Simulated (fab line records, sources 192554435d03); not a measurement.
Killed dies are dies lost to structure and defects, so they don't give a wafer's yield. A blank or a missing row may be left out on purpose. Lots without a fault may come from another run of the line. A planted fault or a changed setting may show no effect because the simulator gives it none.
Chamber matching | flow n5_finfet | N5_BEOL_M8_DESCUM_33 on rie_diel-03: 4 sister chambers
The step chemistry O2, time 7 s. 4 wafers are shown with their chamber, then 9 later ones without.

WAFERS WITH THEIR CHAMBER
wafer  | chamber | drypump_motor_current_A (A)
L087.6 | 3       | 5.5
L086.1 | 0       | 5.3
L086.2 | 1       | 6.6
L086.4 | 2       | 6.0

WAFERS WITHOUT THEIR CHAMBER
wafer  | drypump_motor_current_A (A)
L090.3 | 6.6
L090.5 | 6.6
L090.6 | 5.9
L092.2 | 6.0
L092.4 | 6.6
L092.6 | 5.4
L093.1 | 5.9
L093.4 | 5.5
L093.6 | 6.6

WHICH CHAMBER EACH WENT THROUGH
wafer  | from the rows above     | in truth
L090.3 | 1                       | 1
L090.5 | 1                       | 1
L090.6 | 2                       | 2
L092.2 | 2                       | 2
L092.4 | 1                       | 1
L092.6 | can't be placed: 3 or 0 | 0
L093.1 | 2                       | 2
L093.4 | 3                       | 3
L093.6 | 1                       | 1
Placed correctly: 8 of 9. Can't be placed from these rows: 1 (the true chamber is among the candidates in 1). Placed wrongly: 0.
How it was worked out, from the rows above alone: a wafer's distance from a chamber is the root of the sum, over the readings, of the square of ((its reading less the chamber's mean) divided by the reading's scatter). The wafer belongs to the nearest chamber; if the next one is less than 2 further off, it can't be placed. A chamber's mean is the mean of its shown wafers. The scatter: with one shown wafer a chamber, the root of the mean of the squares of how far each hidden wafer lies from its nearest shown one.
